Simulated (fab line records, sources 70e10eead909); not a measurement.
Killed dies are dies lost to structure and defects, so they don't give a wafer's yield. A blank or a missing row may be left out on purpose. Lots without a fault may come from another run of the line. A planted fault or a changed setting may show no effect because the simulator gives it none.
fab line records | flow nand_harc
record lots=13 wafers=39 last_day=33
route steps=1302 shown A_CHANNEL_HOLE_D1@488 A_CHANNEL_FILL_D1@495 A_ONON_D2@558 END@1302
lots that met no fault: from a run of the same line without faults
start_h: hours from the record's first day to the start of the lot's first wafer shown | wait_h: hours since the lot's step before | " the same as in the row above | L1.1+2: a row that stands for several wafers | - no value, or no start given | * or withheld: withheld | < > ~ a bound
route shown NAME@n: a module of which the file shows steps, and the number in the route of the first | usual: mean/standard deviation of fault-free wafers | same: alike in all rows | chamber/n: place in a boat | sites: the reading at each site | _std_site: their standard deviation | _edge_site: outer sites' mean less inner sites' | radius_mm: how far each site lies from the wafer's centre | mask NAME#n: copy n | behind: the tool/chamber that last shaped the wafer | hold: why the lot was held/for how many hours/how that ended | device: the transistor (n, p or np) that didn't switch | end of line: the same wafers' tests at the end of the route | a step without rows: its recipe alone | killed: dies lost to structure and defects at the first sort, not the wafer's yield | map: a wafer's dies, x killed, . not, _ none there
set.NAME: the setting as run; set.NAME@STEP: as run at that earlier step | model.NAME: the simulator's own value behind a step, which no gauge read
steps of the route over a sample of lots; a table a step, a row a wafer
services: from which hour (start_h, from the record's first day; less than 0 if before it) a tool's chamber was out of use, for how many hours, and why
## steps
# step NHARC_A_CHANNEL_HOLE_D1_XSEM_31
# recipe landing_energy_ev=35000
# usual bot_cd_nm=74.8/1 bow_nm=8.69/0.21 tilt_deg=0.07/0.036
# columns lot.wafer tool chamber start_h wait_h bot_cd_nm bow_nm tilt_deg
L778.2 xsem-01 0 191.26 0.1 73.7 8.80 0.05
L778.4 " 0 " " 74.4 8.83 0.05
L778.5 " 0 " " 75.5 8.90 0.05
L783.1 xsem-01 0 234.49 0.1 74.4 9.13 0.04
L783.3 " 0 " " 73.9 9.04 0.04
L783.4 " 0 " " 73.0 9.23 0.04
L784.1 xsem-02 0 251.69 0.1 75.7 8.37 0.02
L784.3 " 0 " " 75.2 8.40 0.02
L784.5 " 0 " " 74.2 8.42 0.02
L785.3 xsem-01 0 266.08 0.1 75.4 8.66 0.00
L785.5 " 0 " " 76.5 8.66 0.00
L785.6 " 0 " " 74.5 8.69 0.00
L787.2 xsem-02 0 274.30 0.1 75.1 9.00 0.08
L787.3 " 0 " " 74.2 8.92 0.09
L787.4 " 0 " " 74.9 8.92 0.09
L786.3 xsem-01 0 276.04 0.1 75.7 8.48 0.06
L786.4 " 0 " " 75.0 8.49 0.06
L786.6 " 0 " " 76.7 8.52 0.06
L788.1 xsem-02 0 294.73 0.1 77.4 8.54 0.08
L788.5 " 0 " " 74.0 8.49 0.08
L788.6 " 0 " " 75.6 8.56 0.09
L792.2 xsem-02 0 333.46 0.1 76.1 8.95 0.08
L792.3 " 0 " " 75.8 8.96 0.08
L792.5 " 0 " " 75.4 8.99 0.08
L797.1 xsem-02 0 371.58 0.1 74.4 8.52 0.04
L797.2 " 0 " " 73.7 8.53 0.04
L797.5 " 0 " " 73.5 8.46 0.04
L798.1 xsem-01 0 392.10 0.1 74.9 8.64 0.10
L798.3 " 0 " " 74.8 8.67 0.10
L798.5 " 0 " " 76.0 8.69 0.10
L799.4 xsem-02 0 395.75 0.1 74.7 8.67 0.07
L799.5 " 0 " " 73.6 8.78 0.07
L799.6 " 0 " " 75.1 8.69 0.08
L800.1 xsem-01 0 402.70 0.1 74.2 8.49 0.09
L800.2 " 0 " " 75.2 8.46 0.09
L800.4 " 0 " " 73.6 8.52 0.09
L801.1 xsem-01 0 418.57 0.1 76.9 8.57 0.04
L801.3 " 0 " " 76.0 8.60 0.04
L801.5 " 0 " " 75.5 8.63 0.04
# step NHARC_A_CHANNEL_FILL_D1_ALD_15
# recipe target_thk_a=20 pulse_time_s=60 ald_cycles=19 temp_c=630 pressure_torr=2 material=SiNx
# usual precursor_pulse_height_rel=0.998/0.021
# columns lot.wafer tool chamber start_h wait_h precursor_pulse_height_rel
L778.2 ald_sin_batch-01 0 - - 0.982
L778.4 " 0 " " 0.975
L778.5 " 0 " " 1.028
L783.1 ald_sin_batch-03 0 - - 1.014
L783.3 " 0 " " 0.965
L783.4 " 0 " " 0.986
L784.1 ald_sin_batch-03 0 - - 0.992
L784.3 " 0 " " 0.945
L784.5 " 0 " " 0.996
L785.3 ald_sin_batch-01 0 276.73 3.1 1.009
L785.5 " 0 " " 1.043
L785.6 " 0 " " 1.046
L786.3 ald_sin_batch-03 0 285.15 3.0 1.004
L786.4 " 0 " " 0.996
L786.6 " 0 " " 0.992
L787.2 ald_sin_batch-03 0 - - 0.977
L787.3 " 0 " " 0.994
L787.4 " 0 " " 0.947
L788.1 ald_sin_batch-01 0 - - 1.015
L788.5 " 0 " " 1.044
L788.6 " 0 " " 1.025
L792.2 ald_sin_batch-02 0 - - 0.988
L792.3 " 0 " " 0.998
L792.5 " 0 " " 0.997
L797.1 ald_sin_batch-01 0 - - 0.972
L797.2 " 0 " " 0.999
L797.5 " 0 " " 1.007
L798.1 ald_sin_batch-01 0 - - 1.024
L798.3 " 0 " " 0.978
L798.5 " 0 " " 0.984
L799.4 ald_sin_batch-02 0 406.42 3.2 0.978
L799.5 " 0 " " 1.016
L799.6 " 0 " " 1.015
L800.1 ald_sin_batch-02 0 - - 1.006
L800.2 " 0 " " 0.980
L800.4 " 0 " " 1.002
L801.1 ald_sin_batch-02 0 - - 0.974
L801.3 " 0 " " 1.001
L801.5 " 0 " " 0.969
# step NHARC_A_CHANNEL_FILL_D1_CMP_10
# recipe target_thk_nm=150
# usual motor_current_A=12.7/0.78 slurry_flow_ml_min=150.0/0.46 time_to_endpoint_s=15.3/2.1
# columns lot.wafer tool chamber start_h wait_h motor_current_A slurry_flow_ml_min time_to_endpoint_s
L778.2 cmp-04 0 241.22 0.4 12.2 150.6 16.0
L778.4 " 1 " " 12.1 150.5 18.2
L778.5 " 3 " " 13.1 150.1 20.0
L783.1 cmp-02 1 282.06 0.4 13.0 150.6 13.6
L783.4 " 2 " " 13.9 150.2 15.5
L783.3 " 3 " " 14.1 150.0 14.3
L784.3 cmp-02 0 303.01 0.4 12.3 149.7 15.4
L784.1 " 1 " " 12.7 149.8 12.6
L784.5 " 3 " " 14.3 150.0 14.8
L785.3 cmp-01 3 315.85 0.4 11.6 149.2 16.9
L785.5 " 1 " " 12.5 150.0 13.5
L785.6 " 2 " " 13.6 149.8 16.2
L787.4 cmp-02 1 322.44 0.4 13.2 149.8 15.5
L787.2 " 2 " " 14.4 150.1 16.5
L787.3 " 0 " " 11.7 151.1 19.6
L786.4 cmp-01 3 322.46 0.4 11.8 150.0 12.7
L786.3 " 0 " " 13.2 149.6 13.3
L786.6 " 3 " " 11.8 150.3 12.9
L788.1 cmp-04 0 347.00 0.4 13.0 149.9 16.0
L788.5 " 1 " " 12.3 150.0 14.8
L788.6 " 2 " " 11.5 149.6 15.5
L792.2 cmp-04 1 380.70 0.4 13.0 150.0 13.5
L792.3 " 3 " " 13.6 150.0 17.8
L792.5 " 1 " " 12.1 151.0 15.4
L797.1 cmp-04 1 423.79 0.4 12.0 149.5 15.4
L797.2 " 2 " " 11.9 149.7 16.5
L797.5 " 3 " " 13.6 150.0 15.8
L798.3 cmp-04 2 440.02 0.4 12.2 150.1 14.5
L798.1 " 0 " " 11.9 149.4 15.3
L798.5 " 1 " " 12.6 149.7 12.8
L799.4 cmp-01 3 443.66 0.4 12.2 148.9 16.1
L799.5 " 3 " " 11.3 149.6 14.2
L799.6 " 0 " " 12.6 149.9 15.3
L800.2 cmp-01 0 456.16 0.4 12.8 149.0 14.8
L800.1 " 2 " " 13.1 149.6 15.5
L800.4 " 3 " " 11.8 149.9 17.2
L801.1 cmp-02 2 466.25 0.4 14.1 149.6 13.8
L801.3 " 0 " " 11.8 149.9 16.3
L801.5 " 2 " " 14.1 149.6 15.2
# step NHARC_A_ONON_D2_DEP_19
# recipe target_thk_a=10000 n2_flow_sccm=2750 n2o_flow_sccm=2000 nh3_flow_sccm=500 sih4_flow_sccm=210 temp_c=400
# columns lot.wafer tool chamber start_h wait_h
L778.2+4+5 pecvd_onon-01 0 284.07 0.1
L783.1+3+4 pecvd_onon-04 0 340.05 0.1
L784.1+3+5 pecvd_onon-02 0 347.22 0.1
L787.2+3+4 pecvd_onon-04 0 361.89 0.1
L785.3+5+6 pecvd_onon-01 0 361.95 0.2
L786.3+4+6 pecvd_onon-02 0 361.95 0.2
L788.1+5+6 pecvd_onon-04 0 395.44 0.1
L792.2+3+5 pecvd_onon-04 0 424.13 0.1
L797.1+2+5 pecvd_onon-02 0 474.25 0.1
L798.1+3+5 pecvd_onon-01 0 488.73 0.1
L799.4+5+6 pecvd_onon-02 0 488.90 0.2
L800.1+2+4 pecvd_onon-04 0 509.67 0.1
L801.1+3+5 pecvd_onon-02 0 509.67 0.1
# step NHARC_A_ONON_D2_THK_MEAS_21
# recipe thk_meas_gauge=ellipsometry
# usual thk_nm=1001/8.5
# columns lot.wafer tool chamber start_h wait_h thk_nm
L778.2 film_metro-01 - 284.52 - 979
L778.4 " - " " 980
L778.5 " - " " 980
L783.1 film_metro-02 - 340.56 - 1015
L783.3 " - " " 1017
L783.4 " - " " 1016
L784.1 film_metro-01 - 347.73 - 996
L784.3 " - " " 996
L784.5 " - " " 996
L785.3 film_metro-02 - 362.34 - 1000
L785.5 " - " " 999
L785.6 " - " " 1000
L787.2 film_metro-01 - 362.34 - 1006
L787.3 " - " " 1005
L787.4 " - " " 1006
L786.3 film_metro-02 - 362.35 - 1003
L786.4 " - " " 1002
L786.6 " - " " 1002
L788.1 film_metro-02 - 395.94 - 1007
L788.5 " - " " 1009
L788.6 " - " " 1007
L792.2 film_metro-02 - 424.58 - 1523
L792.3 " - " " 999
L792.5 " - " " 1522
L797.1 film_metro-01 - 474.76 - 1009
L797.2 " - " " 1007
L797.5 " - " " 1009
L798.1 film_metro-02 - 489.24 - 979
L798.3 " - " " 979
L798.5 " - " " 979
L799.4 film_metro-01 - 489.24 - 1005
L799.5 " - " " 1004
L799.6 " - " " 1005
L800.1 film_metro-02 - 510.21 - 1014
L800.2 " - " " 1017
L800.4 " - " " 1017
L801.1 film_metro-01 - 510.21 - 1002
L801.3 " - " " 1002
L801.5 " - " " 1002
# step NHARC_END_SORT_01
# recipe temp_c=25
# usual killed_at_array=59/19 killed_at_other=0.6/0.85 killed_at_periphery=3.8/2.5 killed_dies=64/19 killed_open=3.3/1.8 killed_short=2.2/1.6
# same gross_dies=677
# columns lot.wafer tool chamber start_h wait_h killed_at_array killed_at_other killed_at_periphery killed_dies killed_open killed_short
L792.2 prober-02 0 707.96 2.8 675 0 2 677 3 2
L792.3 prober-02 0 708.76 3.1 39 0 3 42 2 1
L792.5 prober-02 0 710.38 3.7 675 0 2 677 1 2
# killed by level:class
L792.2 A_ONON_D2:area_dep=634 A_CHANNEL_HOLE_D2:chamber_film_flake=13 A_CHANNEL_HOLE_D1:chamber_film_flake=10 A_CONTACT:chamber_film_flake=6 A_SLIT:chamber_film_flake=2 A_WL_FILL:chamber_film_flake=2 A_ONON_D1:geometric_particle:short=1 A_CHANNEL_FILL_D1:geometric_particle:open=1
L792.3 A_CHANNEL_HOLE_D2:chamber_film_flake=18 A_CHANNEL_HOLE_D1:chamber_film_flake=9 A_CONTACT:chamber_film_flake=4 P_M0:chamber_film_flake=2 A_SLIT:chamber_film_flake=2 A_ONON_D1:geometric_particle:short=1 A_ONON_D1:geometric_particle:open=1 A_CONTACT:geometric_particle:open=1
L792.5 A_ONON_D2:area_dep=643 A_CHANNEL_HOLE_D2:chamber_film_flake=14 A_CHANNEL_HOLE_D1:chamber_film_flake=5 A_SLIT:chamber_film_flake=4 A_CHANNEL_FILL_D1:geometric_particle:short=1 A_ONON_D2:geometric_particle:short=1 A_CHANNEL_FILL_D2:geometric_particle:open=1 P_ZERO_WELL:chamber_film_flake=1
## services
# columns tool chamber start_h hours kind
pecvd_onon-02 - 185.09 13.0 pm
cmp-01 - 185.50 4.0 pm
cmp-04 - 209.09 4.0 pm
cmp-01 - 216.78 6.4 repair
cmp-02 - 231.31 0.6 repair
cmp-02 - 232.50 4.0 pm
pecvd_onon-04 - 241.68 7.7 repair
cmp-01 - 241.88 2.2 repair
cmp-01 - 245.74 2.5 repair
cmp-04 - 307.14 4.0 pm
pecvd_onon-04 - 311.91 13.0 pm
cmp-04 - 314.97 0.3 repair
cmp-04 - 355.34 1.2 repair
pecvd_onon-02 - 366.09 13.0 pm
xsem-01 - 374.00 14.0 pm
cmp-04 - 375.61 2.8 repair
cmp-04 - 381.70 6.0 repair
cmp-04 - 394.40 2.9 repair
cmp-04 - 405.14 4.0 pm
pecvd_onon-04 - 434.90 2.4 repair
pecvd_onon-02 - 450.14 14.9 repair
pecvd_onon-04 - 492.91 13.0 pm
cmp-04 - 503.14 4.0 pm
ald_sin_batch-01 - 506.00 26.0 pm
## key
first_sign step=NHARC_A_ONON_D2_THK_MEAS_21 reading=thk_nm direction=up sigmas=61 usual=1001 struck=1522
effect step=NHARC_END_SORT_01 reading=killed_dies direction=up sigmas=33 usual=64 struck=677
more_kills_born_at NHARC_A_ONON_D2_DEP_19@pecvd_onon-04=1277
met_at NHARC_A_ONON_D2_DEP_19
struck_lots L792
struck_wafers L792.2,L792.5
later_rows_left_out L792.2,L792.5
tester_left_out L792
not_acting_at NHARC_A_CHANNEL_HOLE_D1_XSEM_31,NHARC_A_CHANNEL_FILL_D1_ALD_15,NHARC_A_CHANNEL_FILL_D1_CMP_10
onset_between 395.44 424.13
fault kind=process_parameter_drift tool=pecvd_onon-04 chamber=- onset_h=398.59 steps=NHARC_A_ONON_D2_DEP_19 channel=target_thk_a offset=* shape=step end_h=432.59 scope=struck_wafers_only acts_in=* stated=*
# tester_left_out: of these lots the tester's yield and bins aren't shown, on N5 and GAA mostly nor the transistor test; their killed dies are dies lost to structure and defects alone, not to doping, threshold or leakage, so they don't give the yield
# later_rows_left_out: the simulator's readings of these wafers behind a module that went badly wrong aren't trusted and aren't shown, but for the sort
